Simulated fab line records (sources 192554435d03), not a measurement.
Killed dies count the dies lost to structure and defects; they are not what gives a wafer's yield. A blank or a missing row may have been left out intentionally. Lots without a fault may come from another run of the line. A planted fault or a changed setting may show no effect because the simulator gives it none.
A struck lot beside a sound one	flow n5 finfet	14 out of 1938 route steps
Sound: wafers L458.1, L458.3, L458.6. The struck wafers were L465.2, L465.3, L465.6. The cause is named last.
For every step that has rows: the tool of each side, followed by ch and its chambers, followed by its first start. Under that, the readings that differ: sound wafers	struck wafers	difference of the means	sigmas: that difference in standard deviations of wafers without a fault.
alike: same words and numbers on both sides, and readings whose means sit less than 2 such deviations apart. not compared: any withheld reading, any reading some wafer has no value for, any bound like >300 that may hide the same value, and any number with overlapping values for which the record gives no deviation.
Wherever a step has rows on one side only, a row that says differs or no value, or a row with sigmas, the two part there. Numbers that have no deviation but don't overlap get no sigmas and don't part them. A reading that every wafer of one side lacks parts them only if that side has two wafers or more.

N5_BEOL_M6_STRIP_67: strips in CF4.
  sound on rie diel-05 ch 0,1,2, day 10 10:25; struck on rie diel-05 ch 0,2, day 12 11:40
  alike: chamber pressure mTorr, drypump motor current A, oes product au, rf vpp V, showerhead plenum p Torr, throttle valve pct
  not compared: rf hours counter h
N5_BEOL_M6_HM_OPEN_17: chemistry Cl2/BCl3, target TiN, target depth 20 nm, overetch 6 nm.
  sound on rie metal-02 ch 0,1, day 10 10:27; struck on rie metal-01 ch 0,1, day 12 11:42
reading	sound	struck	difference	sigmas
chamber pressure mTorr (mTorr)	9.989 9.986 9.983	10.002 9.995 10.022	+0.020	+2
  alike: drypump motor current A, oes product au, throttle valve pct
  not compared: rf hours counter h
N5_BEOL_M6_STRIP_19: strips in O2.
  sound on rie diel-02 ch 0,2, day 10 10:40; struck on rie diel-04 ch 0,2,3, day 12 11:57
  alike: chamber pressure mTorr, drypump motor current A, oes product au, rf vpp V, showerhead plenum p Torr, throttle valve pct
  not compared: rf hours counter h
N5_BEOL_M6_CD_MEAS_18: pitch 80 nm, target cd 40 nm.
  sound: cd sem-01 at day 10 10:44; struck: cd sem-02 at day 12 12:01
  alike: cd nm
then, 8 steps without rows for these wafers: N5_BEOL_M6_COAT_63 (time 60 s, resist thk 60 nm); N5_BEOL_M6_COAT_64 (time 60 s, resist thk 12 nm); N5_BEOL_M6_COAT_71 (time 60 s, resist thk 5 nm); N5_BEOL_M6_COAT_22 (resist thk 30 nm); N5_BEOL_M6_EBR_24; N5_BEOL_M6_SOFTBAKE_23 (time 60 s); N5_BEOL_M6_EXPOSE_25 (exposes mask V5, target cd 40 nm); N5_BEOL_M6_PEB_26 (peb time 60 s).
N5_BEOL_M6_DEVELOP_27: develop time 30 s.
  struck on litho track-03, day 12 12:17; sound on litho track-03 ch 0, day 10 12:01
  no value came back on the struck wafers for chill plate temp C (C), develop time s (s), developer temp C (C); on the sound wafers chill plate temp C (C) reads 22.95 22.89 23.00
reading	sound	struck	difference	sigmas
model.CAR-EUV_of_BEOL_M6_COAT_22.thk nm (nm)	29.4 29.4 29.4	30 30 30	+1	
N5_BEOL_M6_CD_MEAS_28: the cd target is 40 nm.
  sound on cd sem-03 ch 0, day 10 12:04; struck on cd sem-02 ch 0, day 12 12:20
reading	sound	struck	difference	sigmas
cd nm (nm)	40.01 40.48 40.04	- - -	no value on the struck wafers	

WHERE THEY PART
Earliest at N5_BEOL_M6_HM_OPEN_17; latest, in this record, at N5_BEOL_M6_CD_MEAS_28.

WHY: what the simulator had put in
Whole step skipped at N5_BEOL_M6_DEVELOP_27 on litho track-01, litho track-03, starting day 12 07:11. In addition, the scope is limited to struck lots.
